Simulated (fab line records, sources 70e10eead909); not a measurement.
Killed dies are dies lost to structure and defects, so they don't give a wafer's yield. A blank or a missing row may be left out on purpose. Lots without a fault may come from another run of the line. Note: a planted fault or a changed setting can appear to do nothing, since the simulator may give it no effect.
Chamber matching | flow nand harc | 3 sister chambers for NHARC_A_STAIRCASE_DEP_471 on pecvd-03
The step deposits SiO2, target thk 100 nm. 6 wafers are shown with their chamber, then 8 later ones without.

WAFERS WITH THEIR CHAMBER
wafer  | chamber | heater power w (W) | throttle valve pct (%)
L083.1 | 0       | 470                | 16.1
L083.3 | 1       | 561                | 16.3
L087.2 | 2       | 503                | 16.1
L087.4 | 1       | 587                | 16.1
L087.5 | 2       | 367                | 16.1
L087.1 | 0       | 513                | 16.2

WAFERS WITHOUT THEIR CHAMBER
wafer  | heater power w (W) | throttle valve pct (%)
L087.3 | 588                | 16.3
L087.6 | 386                | 15.9
L090.2 | 476                | 16.0
L090.5 | 460                | 16.2
L090.6 | 578                | 16.1
L094.1 | 454                | 15.9
L094.4 | 640                | 16.4
L094.5 | 434                | 16.0

WHICH CHAMBER EACH WENT THROUGH
wafer  | from the rows above          | in truth
L087.3 | can't be placed: 1 or 0      | 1
L087.6 | can't be placed: 2 or 0      | 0
L090.2 | can't be placed: 2 or 0 or 1 | 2
L090.5 | can't be placed: 0 or 2 or 1 | 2
L090.6 | can't be placed: 1 or 0 or 2 | 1
L094.1 | can't be placed: 2 or 0 or 1 | 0
L094.4 | can't be placed: 1 or 0      | 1
L094.5 | can't be placed: 2 or 0      | 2
0 of 8 placed correctly. Not placeable from these rows: 8 (in 8, the candidates include the true chamber). Wrongly placed: 0.
How it was worked out, from the rows above alone: a wafer's distance from a chamber is the root of the sum, over the readings, of the square of ((its reading less the chamber's mean) divided by the reading's scatter). If the next closest chamber is less than 2 further off than the closest, the wafer can't be placed; otherwise it belongs to the closest. A chamber's mean is the mean of its shown wafers. How the scatter is found: for the shown wafers, subtract from each reading the mean of its chamber, square and add these, divide the total by (wafers less chambers), then take the root.
